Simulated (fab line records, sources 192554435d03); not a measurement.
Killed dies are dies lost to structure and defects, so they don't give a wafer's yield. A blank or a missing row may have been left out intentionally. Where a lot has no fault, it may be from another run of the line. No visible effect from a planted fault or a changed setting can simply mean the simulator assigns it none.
Chamber matching + flow n5_finfet + pecvd-02 running N5_BEOL_M12_ILD_DEP_00: 3 sister chambers
The step deposits SiOC from DEMS/O2, target thk 658.92 nm, time 130.7 s. 6 wafers are shown with their chamber, then 10 later ones without.

## EACH WAFER AND ITS CHAMBER
| wafer  | chamber | throttle_valve_pct (%) | showerhead_plenum_p_Torr (Torr) |
|--------|---------|------------------------|---------------------------------|
| L080.3 | 2       | 11.7                   | 5.652                           |
| L086.6 | 2       | 11.5                   | 5.665                           |
| L088.3 | 1       | 12.6                   | 5.677                           |
| L088.5 | 0       | 11.6                   | 5.703                           |
| L090.2 | 0       | 11.7                   | 5.695                           |
| L090.3 | 1       | 12.7                   | 5.688                           |

## WAFERS MISSING THEIR CHAMBER
| wafer  | throttle_valve_pct (%) | showerhead_plenum_p_Torr (Torr) |
|--------|------------------------|---------------------------------|
| L090.4 | 11.6                   | 5.643                           |
| L092.2 | 11.8                   | 5.700                           |
| L092.5 | 12.6                   | 5.702                           |
| L092.6 | 11.6                   | 5.662                           |
| L095.2 | 11.5                   | 5.655                           |
| L095.3 | 12.4                   | 5.690                           |
| L095.6 | 11.6                   | 5.708                           |
| L097.1 | 11.7                   | 5.710                           |
| L097.3 | 11.6                   | 5.700                           |
| L097.6 | 11.5                   | 5.675                           |

## CHAMBER TAKEN BY EACH
| wafer  | from the rows above     | in truth |
|--------|-------------------------|----------|
| L090.4 | 2                       | 2        |
| L092.2 | 0                       | 0        |
| L092.5 | 1                       | 1        |
| L092.6 | 2                       | 2        |
| L095.2 | 2                       | 2        |
| L095.3 | 1                       | 1        |
| L095.6 | 0                       | 0        |
| L097.1 | 0                       | 0        |
| L097.3 | 0                       | 0        |
| L097.6 | can't be placed: 2 or 0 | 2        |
Correct placement for 9 of the 10. Cannot be placed on the basis of these rows: 1; the candidates contain the true chamber in 1. Wrongly placed: 0.
How it was worked out, from the rows above alone: a wafer's distance from a chamber is the root of the sum, over the readings, of the square of ((its reading less the chamber's mean) divided by the reading's scatter). If the next closest chamber is less than 2 further off than the closest, the wafer can't be placed; otherwise it belongs to the closest. A chamber's mean is the mean of its shown wafers. The scatter is the square root of a quotient: the sum, over the shown wafers, of each reading's squared deviation from its chamber's mean, divided by wafers minus chambers.
